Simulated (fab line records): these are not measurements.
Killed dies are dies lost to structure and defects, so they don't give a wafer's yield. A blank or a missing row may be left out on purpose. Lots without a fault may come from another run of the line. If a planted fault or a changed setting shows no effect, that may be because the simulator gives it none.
What tool caused it? || flow nand_harc || 12 lots, 36 wafers sampled, at 6 steps of a route of 1302

## WHAT THE GAUGES READ, wafer by wafer
NHARC_P_ZERO_WELL_CD_MEAS_24: the cd target is 720 nm. Usual: cd_nm 721.4 nm, standard deviation 2.
{"lot": "L894", "measured": "day 1 22:41", "on": "cd_sem-01", "cd_nm (nm)": "723.0 721.1 721.8", "flag": ""}
{"lot": "L896", "measured": "day 2 18:20", "on": "cd_sem-03", "cd_nm (nm)": "721.7 721.4 723.5", "flag": ""}
{"lot": "L897", "measured": "day 3 04:29", "on": "cd_sem-03", "cd_nm (nm)": "662.9 660.2 661.6", "flag": "OFF"}
{"lot": "L898", "measured": "day 3 14:38", "on": "cd_sem-01", "cd_nm (nm)": "721.2 723.5 721.4", "flag": ""}
{"lot": "L900", "measured": "day 4 10:29", "on": "cd_sem-02", "cd_nm (nm)": "718.6 723.4 723.0", "flag": ""}
{"lot": "L902", "measured": "day 5 06:38", "on": "cd_sem-02", "cd_nm (nm)": "723.1 722.9 719.0", "flag": ""}
{"lot": "L904", "measured": "day 6 02:38", "on": "cd_sem-03", "cd_nm (nm)": "717.3 718.2 721.0", "flag": ""}
{"lot": "L906", "measured": "day 6 22:49", "on": "cd_sem-03", "cd_nm (nm)": "719.6 722.5 721.6", "flag": ""}
{"lot": "L909", "measured": "day 8 04:39", "on": "cd_sem-01", "cd_nm (nm)": "719.2 722.0 723.2", "flag": ""}
{"lot": "L910", "measured": "day 8 14:37", "on": "cd_sem-02", "cd_nm (nm)": "722.7 722.8 721.6", "flag": ""}
{"lot": "L913", "measured": "day 9 20:42", "on": "cd_sem-02", "cd_nm (nm)": "719.8 722.1 719.9", "flag": ""}
{"lot": "L917", "measured": "day 11 12:54", "on": "cd_sem-03", "cd_nm (nm)": "722.1 720.4 719.9", "flag": ""}

NHARC_P_STI_OCD_MEAS_43. Usual: trench_depth_nm 301 nm, standard deviation 5.9; trench_foot_cd_nm 158.8 nm, standard deviation 2.7.
{"lot": "L894", "measured": "day 2 21:00", "on": "ocd-01", "trench_depth_nm (nm)": "291 295 290", "trench_foot_cd_nm (nm)": "158.2 161.6 158.9", "flag": ""}
{"lot": "L896", "measured": "day 3 18:32", "on": "ocd-01", "trench_depth_nm (nm)": "298 310 305", "trench_foot_cd_nm (nm)": "159.3 155.7 156.5", "flag": ""}
{"lot": "L897", "measured": "day 4 02:18", "on": "ocd-02", "trench_depth_nm (nm)": "309 302 299", "trench_foot_cd_nm (nm)": "160.5 163.4 161.0", "flag": ""}
{"lot": "L898", "measured": "day 4 12:56", "on": "ocd-01", "trench_depth_nm (nm)": "306 292 305", "trench_foot_cd_nm (nm)": "160.6 155.3 156.8", "flag": ""}
{"lot": "L900", "measured": "day 5 07:49", "on": "ocd-01", "trench_depth_nm (nm)": "305 305 309", "trench_foot_cd_nm (nm)": "155.1 155.4 155.8", "flag": ""}
{"lot": "L902", "measured": "day 6 05:22", "on": "ocd-01", "trench_depth_nm (nm)": "309 311 296", "trench_foot_cd_nm (nm)": "152.1 157.7 159.1", "flag": ""}
{"lot": "L904", "measured": "day 7 00:27", "on": "ocd-02", "trench_depth_nm (nm)": "308 308 310", "trench_foot_cd_nm (nm)": "159.8 160.6 158.4", "flag": ""}
{"lot": "L906", "measured": "day 7 20:26", "on": "ocd-01", "trench_depth_nm (nm)": "305 308 302", "trench_foot_cd_nm (nm)": "165.9 162.6 161.5", "flag": ""}
{"lot": "L909", "measured": "day 9 04:42", "on": "ocd-01", "trench_depth_nm (nm)": "300 292 303", "trench_foot_cd_nm (nm)": "161.2 159.0 157.4", "flag": ""}
{"lot": "L910", "measured": "day 9 12:47", "on": "ocd-01", "trench_depth_nm (nm)": "303 300 298", "trench_foot_cd_nm (nm)": "155.4 158.3 153.9", "flag": ""}
{"lot": "L913", "measured": "day 10 20:58", "on": "ocd-02", "trench_depth_nm (nm)": "297 293 300", "trench_foot_cd_nm (nm)": "161.4 160.5 160.7", "flag": ""}
{"lot": "L917", "measured": "day 12 12:08", "on": "ocd-01", "trench_depth_nm (nm)": "311 304 313", "trench_foot_cd_nm (nm)": "159.0 156.1 159.1", "flag": ""}

NHARC_END_SORT_01. Usual: killed_at_array 58, standard deviation 19; killed_at_other 1.1, standard deviation 1.2; killed_at_periphery 3.8, standard deviation 2.4; killed_dies 63, standard deviation 18; killed_open 3.3, standard deviation 1.8; killed_short 2.2, standard deviation 1.6.
{"lot": "L897", "measured": "day 25 15:06", "on": "prober-01", "killed_at_array": "46 61 43", "killed_at_other": "2 1 2", "killed_at_periphery": "7 4 5", "killed_dies": "55 66 50", "killed_open": "7 4 2", "killed_short": "5 1 1", "flag": ""}
{"lot": "L902", "measured": "day 28 02:10", "on": "prober-02", "killed_at_array": "63 45 72", "killed_at_other": "2 2 0", "killed_at_periphery": "4 3 2", "killed_dies": "69 50 74", "killed_open": "4 5 4", "killed_short": "3 2 3", "flag": ""}
{"lot": "L913", "measured": "day 32 08:07", "on": "prober-01", "killed_at_array": "27 27 28", "killed_at_other": "0 1 0", "killed_at_periphery": "9 13 7", "killed_dies": "36 41 35", "killed_open": "2 3 2", "killed_short": "6 4 2", "flag": ""}

## WHICH TOOL RAN EACH LOT (tool, then ch and the chambers of the sampled wafers, then the start)
{"lot": "L894", "NHARC_P_ZERO_WELL_EXPOSE_21": "krf_scanner-01 ch 0, day 1 22:32", "NHARC_P_ZERO_WELL_DESCUM_26": "rie_diel-13 ch 0,1, day 1 22:51", "NHARC_P_STI_CMP_21": "cmp-04 ch 0,1, day 3 18:05"}
{"lot": "L896", "NHARC_P_ZERO_WELL_EXPOSE_21": "krf_scanner-04 ch 0, day 2 18:11", "NHARC_P_ZERO_WELL_DESCUM_26": "rie_diel-01 ch 0,2,3, day 2 18:32", "NHARC_P_STI_CMP_21": "cmp-01 ch 0,3, day 4 11:27"}
{"lot": "L897", "NHARC_P_ZERO_WELL_EXPOSE_21": "krf_scanner-01 ch 0, day 3 04:20", "NHARC_P_ZERO_WELL_DESCUM_26": "rie_diel-13 ch 0,2,3, day 3 04:39", "NHARC_P_STI_CMP_21": "cmp-04 ch 1,2,3, day 4 19:41"}
{"lot": "L898", "NHARC_P_ZERO_WELL_EXPOSE_21": "krf_scanner-04 ch 0, day 3 14:29", "NHARC_P_ZERO_WELL_DESCUM_26": "rie_diel-01 ch 0,1,2, day 3 14:49", "NHARC_P_STI_CMP_21": "cmp-04 ch 0,1, day 5 07:40"}
{"lot": "L900", "NHARC_P_ZERO_WELL_EXPOSE_21": "krf_scanner-01 ch 0, day 4 10:20", "NHARC_P_ZERO_WELL_DESCUM_26": "rie_diel-13 ch 0,1,3, day 4 10:40", "NHARC_P_STI_CMP_21": "cmp-01 ch 0,1,2, day 6 00:01"}
{"lot": "L902", "NHARC_P_ZERO_WELL_EXPOSE_21": "krf_scanner-04 ch 0, day 5 06:28", "NHARC_P_ZERO_WELL_DESCUM_26": "rie_diel-02 ch 0,2,3, day 5 06:47", "NHARC_P_STI_CMP_21": "cmp-01 ch 0,1,3, day 6 21:38"}
{"lot": "L904", "NHARC_P_ZERO_WELL_EXPOSE_21": "krf_scanner-03 ch 0, day 6 02:29", "NHARC_P_ZERO_WELL_DESCUM_26": "rie_diel-02 ch 0,1,2, day 6 02:47", "NHARC_P_STI_CMP_21": "cmp-01 ch 1,2,3, day 7 16:59"}
{"lot": "L906", "NHARC_P_ZERO_WELL_EXPOSE_21": "krf_scanner-04 ch 0, day 6 22:40", "NHARC_P_ZERO_WELL_DESCUM_26": "rie_diel-01 ch 0,1,2, day 6 22:59", "NHARC_P_STI_CMP_21": "cmp-04 ch 0,1,3, day 8 14:16"}
{"lot": "L909", "NHARC_P_ZERO_WELL_EXPOSE_21": "krf_scanner-04 ch 0, day 8 04:30", "NHARC_P_ZERO_WELL_DESCUM_26": "rie_diel-01 ch 0,1,3, day 8 05:00", "NHARC_P_STI_CMP_21": "cmp-01 ch 2,3, day 9 23:38"}
{"lot": "L910", "NHARC_P_ZERO_WELL_EXPOSE_21": "krf_scanner-03 ch 0, day 8 14:27", "NHARC_P_ZERO_WELL_DESCUM_26": "rie_diel-01 ch 1,3, day 8 14:47", "NHARC_P_STI_CMP_21": "cmp-04 ch 0,2, day 10 07:04"}
{"lot": "L913", "NHARC_P_ZERO_WELL_EXPOSE_21": "krf_scanner-04 ch 0, day 9 20:32", "NHARC_P_ZERO_WELL_DESCUM_26": "rie_diel-13 ch 0,2,3, day 9 20:55", "NHARC_P_STI_CMP_21": "cmp-01 ch 1,3, day 11 15:29"}
{"lot": "L917", "NHARC_P_ZERO_WELL_EXPOSE_21": "krf_scanner-04 ch 0, day 11 12:45", "NHARC_P_ZERO_WELL_DESCUM_26": "rie_diel-02 ch 0,2,3, day 11 13:05", "NHARC_P_STI_CMP_21": "cmp-02 ch 0,2,3, day 13 05:41"}
- NHARC_P_ZERO_WELL_EXPOSE_21: exposes mask P NWELL, target cd 720 nm.
- NHARC_P_ZERO_WELL_DESCUM_26: chemistry O2, time 3 s.
- NHARC_P_STI_CMP_21: polishes, t overpolish 20 s, target thk 380.67 nm.

## AS READ BY THE TOOLS THEMSELVES (means over the sampled wafers that have a number; for cases with no such wafer, the mark the record gives instead)
NHARC_P_ZERO_WELL_EXPOSE_21. Usual: reticle_temp_C 22.98 C, standard deviation 0.1.
{"lot": "L894", "tool": "krf_scanner-01", "reticle_temp_C (C)": 23.00, "flag": ""}
{"lot": "L896", "tool": "krf_scanner-04", "reticle_temp_C (C)": 23.02, "flag": ""}
{"lot": "L897", "tool": "krf_scanner-01", "reticle_temp_C (C)": 23.12, "flag": ""}
{"lot": "L898", "tool": "krf_scanner-04", "reticle_temp_C (C)": 22.92, "flag": ""}
{"lot": "L900", "tool": "krf_scanner-01", "reticle_temp_C (C)": 22.92, "flag": ""}
{"lot": "L902", "tool": "krf_scanner-04", "reticle_temp_C (C)": 22.90, "flag": ""}
{"lot": "L904", "tool": "krf_scanner-03", "reticle_temp_C (C)": 22.88, "flag": ""}
{"lot": "L906", "tool": "krf_scanner-04", "reticle_temp_C (C)": 23.16, "flag": ""}
{"lot": "L909", "tool": "krf_scanner-04", "reticle_temp_C (C)": 23.02, "flag": ""}
{"lot": "L910", "tool": "krf_scanner-03", "reticle_temp_C (C)": 22.98, "flag": ""}
{"lot": "L913", "tool": "krf_scanner-04", "reticle_temp_C (C)": 22.94, "flag": ""}
{"lot": "L917", "tool": "krf_scanner-04", "reticle_temp_C (C)": 22.96, "flag": ""}

NHARC_P_ZERO_WELL_DESCUM_26. Usual: drypump_motor_current_A 5.7 A, standard deviation 0.41; mfc_ar_sccm 0.006 sccm, standard deviation 0.01; oes_product_au 0.997 a.u., standard deviation 0.012; rf_vpp_V 57.8 V, standard deviation 0.88; showerhead_plenum_p_Torr 1.94 Torr, standard deviation 0.094; throttle_valve_pct 11.310 %, standard deviation 0.0086.
{"lot": "L894", "tool": "rie_diel-13", "drypump_motor_current_A (A)": 6.2, "mfc_ar_sccm (sccm)": 0.000, "oes_product_au (a.u.)": 1.001, "rf_vpp_V (V)": 57.9, "showerhead_plenum_p_Torr (Torr)": 1.99, "throttle_valve_pct (%)": 11.309, "flag": ""}
{"lot": "L896", "tool": "rie_diel-01", "drypump_motor_current_A (A)": 5.7, "mfc_ar_sccm (sccm)": 0.013, "oes_product_au (a.u.)": 0.996, "rf_vpp_V (V)": 57.2, "showerhead_plenum_p_Torr (Torr)": 1.92, "throttle_valve_pct (%)": 11.307, "flag": ""}
{"lot": "L897", "tool": "rie_diel-13", "drypump_motor_current_A (A)": 5.7, "mfc_ar_sccm (sccm)": 0.008, "oes_product_au (a.u.)": 1.004, "rf_vpp_V (V)": 58.3, "showerhead_plenum_p_Torr (Torr)": 1.97, "throttle_valve_pct (%)": 11.313, "flag": ""}
{"lot": "L898", "tool": "rie_diel-01", "drypump_motor_current_A (A)": 5.8, "mfc_ar_sccm (sccm)": 0.009, "oes_product_au (a.u.)": 0.993, "rf_vpp_V (V)": 57.8, "showerhead_plenum_p_Torr (Torr)": 1.91, "throttle_valve_pct (%)": 11.308, "flag": ""}
{"lot": "L900", "tool": "rie_diel-13", "drypump_motor_current_A (A)": 5.9, "mfc_ar_sccm (sccm)": 0.008, "oes_product_au (a.u.)": 1.001, "rf_vpp_V (V)": 58.0, "showerhead_plenum_p_Torr (Torr)": 1.97, "throttle_valve_pct (%)": 11.307, "flag": ""}
{"lot": "L902", "tool": "rie_diel-02", "drypump_motor_current_A (A)": 5.6, "mfc_ar_sccm (sccm)": 0.000, "oes_product_au (a.u.)": 0.987, "rf_vpp_V (V)": 57.5, "showerhead_plenum_p_Torr (Torr)": 1.92, "throttle_valve_pct (%)": 11.320, "flag": ""}
{"lot": "L904", "tool": "rie_diel-02", "drypump_motor_current_A (A)": 5.6, "mfc_ar_sccm (sccm)": 0.000, "oes_product_au (a.u.)": 1.000, "rf_vpp_V (V)": 57.8, "showerhead_plenum_p_Torr (Torr)": 1.89, "throttle_valve_pct (%)": 11.310, "flag": ""}
{"lot": "L906", "tool": "rie_diel-01", "drypump_motor_current_A (A)": 5.8, "mfc_ar_sccm (sccm)": 0.009, "oes_product_au (a.u.)": 0.998, "rf_vpp_V (V)": 57.6, "showerhead_plenum_p_Torr (Torr)": 1.90, "throttle_valve_pct (%)": 11.317, "flag": ""}
{"lot": "L909", "tool": "rie_diel-01", "drypump_motor_current_A (A)": 5.7, "mfc_ar_sccm (sccm)": 0.004, "oes_product_au (a.u.)": 0.992, "rf_vpp_V (V)": 58.2, "showerhead_plenum_p_Torr (Torr)": 1.93, "throttle_valve_pct (%)": 11.296, "flag": ""}
{"lot": "L910", "tool": "rie_diel-01", "drypump_motor_current_A (A)": 5.3, "mfc_ar_sccm (sccm)": 0.008, "oes_product_au (a.u.)": 0.985, "rf_vpp_V (V)": 58.1, "showerhead_plenum_p_Torr (Torr)": 1.98, "throttle_valve_pct (%)": 11.307, "flag": ""}
{"lot": "L913", "tool": "rie_diel-13", "drypump_motor_current_A (A)": 5.7, "mfc_ar_sccm (sccm)": 0.008, "oes_product_au (a.u.)": 0.989, "rf_vpp_V (V)": 58.4, "showerhead_plenum_p_Torr (Torr)": 1.96, "throttle_valve_pct (%)": 11.308, "flag": ""}
{"lot": "L917", "tool": "rie_diel-02", "drypump_motor_current_A (A)": 5.6, "mfc_ar_sccm (sccm)": 0.000, "oes_product_au (a.u.)": 0.993, "rf_vpp_V (V)": 58.3, "showerhead_plenum_p_Torr (Torr)": 1.90, "throttle_valve_pct (%)": 11.311, "flag": ""}

NHARC_P_STI_CMP_21. Usual: motor_current_A 12.0 A, standard deviation 1.3; overpolish_run_s 20.001 s, standard deviation 0.0093; slurry_filter_dp_kPa 13.48 kPa, standard deviation 0.15.
{"lot": "L894", "tool": "cmp-04", "motor_current_A (A)": 11.5, "overpolish_run_s (s)": 19.998, "slurry_filter_dp_kPa (kPa)": 13.59, "flag": ""}
{"lot": "L896", "tool": "cmp-01", "motor_current_A (A)": 11.7, "overpolish_run_s (s)": 20.001, "slurry_filter_dp_kPa (kPa)": 13.55, "flag": ""}
{"lot": "L897", "tool": "cmp-04", "motor_current_A (A)": 11.1, "overpolish_run_s (s)": 20.000, "slurry_filter_dp_kPa (kPa)": 13.55, "flag": ""}
{"lot": "L898", "tool": "cmp-04", "motor_current_A (A)": 12.0, "overpolish_run_s (s)": 20.003, "slurry_filter_dp_kPa (kPa)": 13.53, "flag": ""}
{"lot": "L900", "tool": "cmp-01", "motor_current_A (A)": 12.7, "overpolish_run_s (s)": 20.003, "slurry_filter_dp_kPa (kPa)": 13.55, "flag": ""}
{"lot": "L902", "tool": "cmp-01", "motor_current_A (A)": 12.1, "overpolish_run_s (s)": 20.002, "slurry_filter_dp_kPa (kPa)": 13.38, "flag": ""}
{"lot": "L904", "tool": "cmp-01", "motor_current_A (A)": 12.4, "overpolish_run_s (s)": 20.007, "slurry_filter_dp_kPa (kPa)": 13.50, "flag": ""}
{"lot": "L906", "tool": "cmp-04", "motor_current_A (A)": 11.1, "overpolish_run_s (s)": 20.008, "slurry_filter_dp_kPa (kPa)": 13.50, "flag": ""}
{"lot": "L909", "tool": "cmp-01", "motor_current_A (A)": 12.4, "overpolish_run_s (s)": 20.006, "slurry_filter_dp_kPa (kPa)": 13.45, "flag": ""}
{"lot": "L910", "tool": "cmp-04", "motor_current_A (A)": 11.8, "overpolish_run_s (s)": 20.009, "slurry_filter_dp_kPa (kPa)": 13.43, "flag": ""}
{"lot": "L913", "tool": "cmp-01", "motor_current_A (A)": 11.8, "overpolish_run_s (s)": 19.996, "slurry_filter_dp_kPa (kPa)": 13.38, "flag": ""}
{"lot": "L917", "tool": "cmp-02", "motor_current_A (A)": 11.8, "overpolish_run_s (s)": 19.998, "slurry_filter_dp_kPa (kPa)": 13.56, "flag": ""}

## THE ANSWER, worked out from the rows above alone
Rule: lot off if the mean of its wafers having a number is beyond 3 standard deviations from the usual mean. A lot without any number at a reading at which 4 lots or more have one is off too. Where the step has rows for the other lots, those lots are counted as sound. The gauges are gone through in route order, then the tools' own readings, and for those a lot's mean is taken as printed above. The first step at which some lot is off is used, and at that step the reading that is off furthest; a lot without a number counts as furthest.
Off at NHARC_P_ZERO_WELL_CD_MEAS_24 (cd_nm): L897.
If a tool, at a process step before that reading, ran all the lots that are off and no sound lot after the first of them, it fits. The gauges at NHARC_P_ZERO_WELL_CD_MEAS_24 are tried like those tools. None of those tried fits.

## WHAT WAS PUT IN BY THE SIMULATOR
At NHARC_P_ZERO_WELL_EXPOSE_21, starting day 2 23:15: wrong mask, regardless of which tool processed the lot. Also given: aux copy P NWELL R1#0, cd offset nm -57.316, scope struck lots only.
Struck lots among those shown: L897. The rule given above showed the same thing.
